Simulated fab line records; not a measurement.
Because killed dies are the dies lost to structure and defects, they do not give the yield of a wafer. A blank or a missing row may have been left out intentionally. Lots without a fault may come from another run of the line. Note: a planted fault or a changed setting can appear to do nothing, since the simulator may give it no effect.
Check for tools in common + flow nand_harc + Sampled: 12 lots, 36 wafers

THE REASON FOR OPENING IT
At NHARC_A_ONON_D1_THK_MEAS_18 the reading thk_nm is flagged on 2 of 12 lots. No-fault wafers: 996 nm, standard deviation 8.7.
Rule: a lot gets a flag if all its wafers with a number sit over 4 standard deviations from that mean, or if no wafer of it has a number. The rest of the lots are taken to be sound.

| lot  | measured     | on            | thk_nm (nm), wafer by wafer | flag    |
|------|--------------|---------------|-----------------------------|---------|
| L516 | day 8 07:59  | film_metro-01 | 1009 1006 1010              |         |
| L518 | day 8 19:38  | film_metro-01 | 987 988 989                 |         |
| L521 | day 10 02:26 | film_metro-01 | 1108 1109 1109              | FLAGGED |
| L522 | day 10 13:51 | film_metro-01 | 1103 1101 1104              | FLAGGED |
| L530 | day 14 06:20 | film_metro-02 | 1008 1008 1008              |         |
| L531 | day 14 06:20 | film_metro-01 | 998 998 996                 |         |
| L532 | day 14 23:41 | film_metro-02 | 1003 1002 1004              |         |
| L533 | day 15 10:05 | film_metro-02 | 1001 1000 1002              |         |
| L535 | day 15 19:19 | film_metro-02 | 994 995 995                 |         |
| L534 | day 15 19:19 | film_metro-01 | 1001 998 998                |         |
| L536 | day 16 15:55 | film_metro-01 | 1004 1005 1005              |         |
| L538 | day 17 19:59 | film_metro-01 | 991 991 993                 |         |
The mean of the flagged lots' numbers is 1106 nm, +110 nm from the usual (+13 standard deviations).

EACH LOT AND THE TOOL IT RAN ON
Before the reading, the record contains 4 process steps out of a 1302-step route. Read each cell as the tool, then ch plus the chambers that the sampled wafers visited, then the start.
| lot  | flag    | NHARC_P_BONDPAD_ETCH_12                       | NHARC_P_BONDPAD_STRIP_15           | NHARC_P_BONDPAD_PRE_CLEAN_26            | NHARC_A_ONON_D1_DEP_16           |
|------|---------|-----------------------------------------------|------------------------------------|-----------------------------------------|----------------------------------|
| L516 |         | rie_diel-04 ch 2,3, day 6 18:07 or earlier    | rie_diel-03 ch 0,1, day 6 18:07    | pvd_sputter-01, day 8 07:29 or earlier  | pecvd_onon-04 ch 0, day 8 07:29  |
| L518 |         | rie_diel-03 ch 1,2,3, day 7 05:37 or earlier  | rie_diel-04 ch 1,2,3, day 7 05:37  | pvd_sputter-02, day 8 19:08 or earlier  | pecvd_onon-04 ch 0, day 8 19:08  |
| L521 | FLAGGED | rie_diel-03 ch 1,2, day 8 14:08 or earlier    | rie_diel-03 ch 0,2, day 8 14:08    | pvd_sputter-03, day 10 01:59 or earlier | pecvd_onon-01 ch 0, day 10 01:59 |
| L522 | FLAGGED | rie_diel-04 ch 0,1,3, day 9 00:31 or earlier  | rie_diel-04 ch 1,2,3, day 9 00:31  | pvd_sputter-01, day 10 13:24 or earlier | pecvd_onon-01 ch 0, day 10 13:24 |
| L530 |         | rie_diel-10 ch 0,1,3, day 12 20:14 or earlier | rie_diel-04 ch 0,2,3, day 12 20:14 | pvd_sputter-01, day 14 05:49 or earlier | pecvd_onon-03 ch 0, day 14 05:49 |
| L531 |         | rie_diel-04 ch 0,1,2, day 12 17:28 or earlier | rie_diel-10 ch 1,2, day 12 17:28   | pvd_sputter-03, day 14 05:49 or earlier | pecvd_onon-01 ch 0, day 14 05:49 |
| L532 |         | rie_diel-10 ch 1,2,3, day 13 07:11 or earlier | rie_diel-04 ch 0,1,3, day 13 07:11 | pvd_sputter-02, day 14 23:10 or earlier | pecvd_onon-01 ch 0, day 14 23:10 |
| L533 |         | rie_diel-10 ch 2,3, day 13 16:05 or earlier   | rie_diel-03 ch 0,2,3, day 13 16:05 | pvd_sputter-03, day 15 09:35 or earlier | pecvd_onon-01 ch 0, day 15 09:35 |
| L535 |         | rie_diel-03 ch 1,2,3, day 14 07:43 or earlier | rie_diel-03 ch 1,2, day 14 07:43   | pvd_sputter-02, day 15 18:49 or earlier | pecvd_onon-03 ch 0, day 15 18:49 |
| L534 |         | rie_diel-10 ch 1,2,3, day 14 08:26 or earlier | rie_diel-03 ch 1,2,3, day 14 08:26 | pvd_sputter-03, day 15 18:59 or earlier | pecvd_onon-01 ch 0, day 15 18:59 |
| L536 |         | rie_diel-03 ch 2,3, day 15 04:10 or earlier   | rie_diel-10 ch 0,1,3, day 15 04:10 | pvd_sputter-03, day 16 15:25 or earlier | pecvd_onon-01 ch 0, day 16 15:25 |
| L538 |         | rie_diel-10 ch 0,3, day 16 06:56 or earlier   | rie_diel-03 ch 0,1, day 16 06:56   | pvd_sputter-03, day 17 19:31 or earlier | pecvd_onon-01 ch 0, day 17 19:31 |
What these steps do:
- NHARC_P_BONDPAD_ETCH_12: etches the open film in CHF3/O2, target depth 200 nm, time 100 s.
- NHARC_P_BONDPAD_STRIP_15: strips in O2.
- NHARC_P_BONDPAD_PRE_CLEAN_26: time 30 s.
- NHARC_A_ONON_D1_DEP_16: target thk 1000 nm.
- NHARC_A_ONON_D1_THK_MEAS_18: measures by ellipsometry.

FLAGGED OVER TOTAL, TOOL BY TOOL (the gauges that took the reading come last)
| step                         | tool           | lots run | flagged | share of the flagged lots | sound lots run after its first flagged lot |
|------------------------------|----------------|----------|---------|---------------------------|--------------------------------------------|
| NHARC_P_BONDPAD_ETCH_12      | rie_diel-03    | 4        | 1       | some                      | 2 (L535,L536)                              |
| NHARC_P_BONDPAD_ETCH_12      | rie_diel-04    | 3        | 1       | some                      | 1 (L531)                                   |
| NHARC_P_BONDPAD_ETCH_12      | rie_diel-10    | 5        | 0       | none                      | -                                          |
| NHARC_P_BONDPAD_STRIP_15     | rie_diel-03    | 6        | 1       | some                      | 4 (L533,L535,L534,L538)                    |
| NHARC_P_BONDPAD_STRIP_15     | rie_diel-04    | 4        | 1       | some                      | 2 (L530,L532)                              |
| NHARC_P_BONDPAD_STRIP_15     | rie_diel-10    | 2        | 0       | none                      | -                                          |
| NHARC_P_BONDPAD_PRE_CLEAN_26 | pvd_sputter-01 | 3        | 1       | some                      | 1 (L530)                                   |
| NHARC_P_BONDPAD_PRE_CLEAN_26 | pvd_sputter-02 | 3        | 0       | none                      | -                                          |
| NHARC_P_BONDPAD_PRE_CLEAN_26 | pvd_sputter-03 | 6        | 1       | some                      | 5 (L531,L533,L534,L536,L538)               |
| NHARC_A_ONON_D1_DEP_16       | pecvd_onon-01  | 8        | 2       | all                       | 6 (L531,L532,L533,L534,L536,L538)          |
| NHARC_A_ONON_D1_DEP_16       | pecvd_onon-03  | 2        | 0       | none                      | -                                          |
| NHARC_A_ONON_D1_DEP_16       | pecvd_onon-04  | 2        | 0       | none                      | -                                          |
| NHARC_A_ONON_D1_THK_MEAS_18  | film_metro-01  | 8        | 2       | all                       | 4 (L531,L534,L536,L538)                    |
| NHARC_A_ONON_D1_THK_MEAS_18  | film_metro-02  | 4        | 0       | none                      | -                                          |
NHARC_P_BONDPAD_ETCH_12: start missing for some lots; hours and lot order therefore follow NHARC_P_BONDPAD_STRIP_15. NHARC_P_BONDPAD_PRE_CLEAN_26: start missing for some lots; hours and lot order therefore follow NHARC_A_ONON_D1_DEP_16.

WHAT THE TABLE PERMITS
In 2 table rows, all flagged lots were run: pecvd_onon-01 (NHARC_A_ONON_D1_DEP_16), film_metro-01 (NHARC_A_ONON_D1_THK_MEAS_18).
- pecvd_onon-01 at NHARC_A_ONON_D1_DEP_16: 2 of its 8 lots flagged. Lots that were sound ran on it after the first flagged one (L531, L532, L533, L534, L536, L538); a persistent fault on the entire tool would not allow that.
- film_metro-01 at NHARC_A_ONON_D1_THK_MEAS_18: 2 of its 8 lots flagged. Lots that were sound ran on it after the first flagged one (L531, L534, L536, L538); a persistent fault on the entire tool would not allow that.
None of the table's rows ran every flagged lot and, after the first, no sound lot.

WHAT THE SIMULATOR PUT IN
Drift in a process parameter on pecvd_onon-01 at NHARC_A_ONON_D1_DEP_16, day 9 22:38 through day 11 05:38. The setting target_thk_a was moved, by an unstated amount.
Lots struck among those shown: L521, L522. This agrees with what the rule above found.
